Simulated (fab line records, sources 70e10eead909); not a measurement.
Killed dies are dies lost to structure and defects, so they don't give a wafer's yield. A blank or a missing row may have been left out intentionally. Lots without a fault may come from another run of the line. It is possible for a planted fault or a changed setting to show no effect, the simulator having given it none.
Chamber matching | flow nandHarc | 4 sister chambers for NHARC_A_CHANNEL_FILL_D1_ALD_16 on aldHk-02
The step deposits SiO2, target thk 1.5 nm, pulse time 10 s, ald cycles 15. 8 wafers are shown with their chamber, then 10 later ones without.

WAFERS WITH THEIR CHAMBER
wafer  | chamber | heaterPowerW (W) | susceptorTempC (C)
L078.2 | 0       | 386              | 299.80
L078.4 | 3       | 490              | 299.76
L080.3 | 0       | 397              | 299.75
L080.5 | 2       | 537              | 300.00
L082.3 | 2       | 535              | 300.39
L082.5 | 1       | 478              | 300.13
L085.1 | 1       | 492              | 300.15
L085.2 | 3       | 489              | 299.89

WAFERS WITHOUT THEIR CHAMBER
wafer  | heaterPowerW (W) | susceptorTempC (C)
L085.4 | 539              | 299.94
L087.2 | 485              | 300.08
L087.3 | 526              | 300.01
L087.5 | 504              | 300.02
L092.1 | 459              | 299.76
L092.3 | 475              | 300.02
L092.4 | 499              | 299.97
L094.1 | 458              | 299.92
L094.2 | 484              | 299.55
L094.4 | 398              | 299.87

EACH ONE'S CHAMBER
wafer  | from the rows above     | in truth
L085.4 | 2                       | 2
L087.2 | can't be placed: 1 or 3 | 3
L087.3 | 2                       | 2
L087.5 | can't be placed: 3 or 1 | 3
L092.1 | can't be placed: 3 or 1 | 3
L092.3 | can't be placed: 1 or 3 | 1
L092.4 | can't be placed: 3 or 1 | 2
L094.1 | can't be placed: 1 or 3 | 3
L094.2 | can't be placed: 3 or 1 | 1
L094.4 | 0                       | 0
3 of 10 placed correctly. These rows do not allow placing 7 (true chamber among the candidates in 6). Number placed wrongly: 0.
How it was worked out, from the rows above alone: a wafer's distance from a chamber is the root of the sum, over the readings, of the square of ((its reading less the chamber's mean) divided by the reading's scatter). The wafer belongs to the nearest chamber; if the next one is less than 2 further off, it can't be placed. Each chamber's mean is taken over the wafers shown for it. The scatter: the root of (the sum of the squares of (reading less its chamber's mean) over the shown wafers, divided by (wafers less chambers)).
